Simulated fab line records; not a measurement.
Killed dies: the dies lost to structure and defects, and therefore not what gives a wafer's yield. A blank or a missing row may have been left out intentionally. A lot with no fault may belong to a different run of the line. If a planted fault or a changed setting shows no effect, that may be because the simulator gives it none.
2 desks looking at one fault ; flow n5_finfet ; each desk has only its own numbers; what lay behind them comes last

## THE TOOL OWNER'S DESK: cvd_co-01
The tool's own readings at N5_BEOL_M0_CO_CAP_123 (material Co, precursor CCTBA/H2, target thk 2 nm, time 102.1 s): means of the sampled wafers that have a number, for each lot that ran on this tool. The brackets show how far a lot's mean lies from the usual mean; more than 4 standard deviations puts the lot out of limits, marked OUT.
Columns: A = heater_power_w at N5_BEOL_M0_CO_CAP_123, usual 239 W; B = run_length_s at N5_BEOL_M0_CO_CAP_123, usual 125.2 s
lot;first seen here;A;B
L550;day 6 04:32;245;125.3
L553;day 6 21:16;288;125.2
L554;day 7 03:33;267;125.6
L556;day 7 16:04;256;125.6
L565;day 9 23:08;268;159.8 (+53) OUT
This desk's finding: out of limits on L565; first on L565, day 9 23:08 (run_length_s at N5_BEOL_M0_CO_CAP_123). Within limits: L550, L553, L554, L556.

## THE METROLOGY DESK
Means of the sampled wafers that have a number, per lot and without regard to the tool the lot ran on: this is what the gauges read. The brackets show how far a lot's mean lies from the usual mean; more than 4 standard deviations puts the lot out of limits, marked OUT. Of its 10 readings 7 are shown: those that lie furthest out on some lot.
Columns: A = DIBL_N at N5_BEOL_M4_RC_MEAS_101, usual 37.5 mV/V; B = DIBL_P at N5_BEOL_M4_RC_MEAS_101, usual 38 mV/V; C = IOFF_N at N5_BEOL_M4_RC_MEAS_101, usual 0.19 nA/um; D = IOFF_P at N5_BEOL_M4_RC_MEAS_101, usual 0.24 nA/um; E = SS_N at N5_BEOL_M4_RC_MEAS_101, usual 72.0 mV/dec; F = SS_P at N5_BEOL_M4_RC_MEAS_101, usual 73.7 mV/dec; G = VT_N at N5_BEOL_M4_RC_MEAS_101, usual 248 mV
lot;first seen here;A;B;C;D;E;F;G
L550;day 8 02:04;37.3;39;0.18;0.24;72.4;73.8;251
L551;day 8 11:52;36.5;39;0.16;0.21;71.5;73.8;251
L552;day 8 20:26;35.4;36;0.15;0.20;71.4;72.7;252
L553;day 8 20:35;38.7;40;0.23;0.29;72.1;73.9;245
L554;day 8 23:56;32.7;32;0.11;0.16;70.2;72.1;254
L555;day 9 23:35;37.3;39;0.20;0.25;72.0;74.2;249
L556;day 10 05:40;35.6;36;0.15;0.19;71.7;73.3;252
L557;day 10 21:11;36.7;37;0.14;0.20;71.4;73.5;253
L565;day 11 23:17;37.1;38;0.17;0.22;72.0;73.9;250
L569;day 13 22:40;39.7;37;0.20;0.24;72.5;73.7;249
L571;day 14 00:07;36.6;38;0.17;0.22;72.0;73.9;251
This desk's finding: nothing out of limits on any of the 11 lots.

## TAKEN TOGETHER
An alarm could have come from the tool owner's desk at day 9 23:08, on L565.
The metrology desk saw nothing out of limits.
The metrology desk holds a record of L565, inside its limits.
On cvd_co-01, each named lot ran N5_BEOL_M0_CO_CAP_123.

## WHAT THE SIMULATOR HAD PUT IN
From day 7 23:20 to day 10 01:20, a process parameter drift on cvd_co-01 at N5_BEOL_M0_CO_CAP_123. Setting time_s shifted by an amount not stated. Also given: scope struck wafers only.
Shown lots that were struck: L565.
Hours from the fault's start to each desk's first reading out of limits: the tool owner's desk, 48.
